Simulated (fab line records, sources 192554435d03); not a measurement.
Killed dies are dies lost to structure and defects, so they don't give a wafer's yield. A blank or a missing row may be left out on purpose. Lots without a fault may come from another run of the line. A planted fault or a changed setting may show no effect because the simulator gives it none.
Chamber matching | flow n5_finfet | N5_WELL_APT_DESCUM_13 on rie_diel-02: 4 sister chambers
The step chemistry O2, time 7.9 s. 4 wafers are shown with their chamber, then 11 later ones without.

WAFERS WITH THEIR CHAMBER
wafer  | chamber | showerhead_plenum_p_Torr (Torr)
L086.5 | 1       | 2.07
L089.3 | 0       | 2.03
L089.6 | 2       | 2.19
L091.1 | 3       | 2.13

WAFERS WITHOUT THEIR CHAMBER
wafer  | showerhead_plenum_p_Torr (Torr)
L091.2 | 2.19
L091.4 | 2.06
L092.1 | 2.19
L092.2 | 2.03
L092.4 | 2.06
L093.1 | 2.19
L093.3 | 2.06
L093.5 | 2.03
L095.3 | 2.02
L095.4 | 2.02
L095.6 | 2.06

WHICH CHAMBER EACH WENT THROUGH
wafer  | from the rows above | in truth
L091.2 | 2                   | 2
L091.4 | 1                   | 1
L092.1 | 2                   | 2
L092.2 | 0                   | 0
L092.4 | 1                   | 1
L093.1 | 2                   | 2
L093.3 | 1                   | 1
L093.5 | 0                   | 0
L095.3 | 0                   | 0
L095.4 | 0                   | 0
L095.6 | 1                   | 1
Placed correctly: 11 of 11. Can't be placed from these rows: 0. Placed wrongly: 0.
How it was worked out, from the rows above alone: a wafer's distance from a chamber is the root of the sum, over the readings, of the square of ((its reading less the chamber's mean) divided by the reading's scatter). The wafer belongs to the nearest chamber; if the next one is less than 2 further off, it can't be placed. A chamber's mean is the mean of its shown wafers. The scatter: with one shown wafer a chamber, the root of the mean of the squares of how far each hidden wafer lies from its nearest shown one.
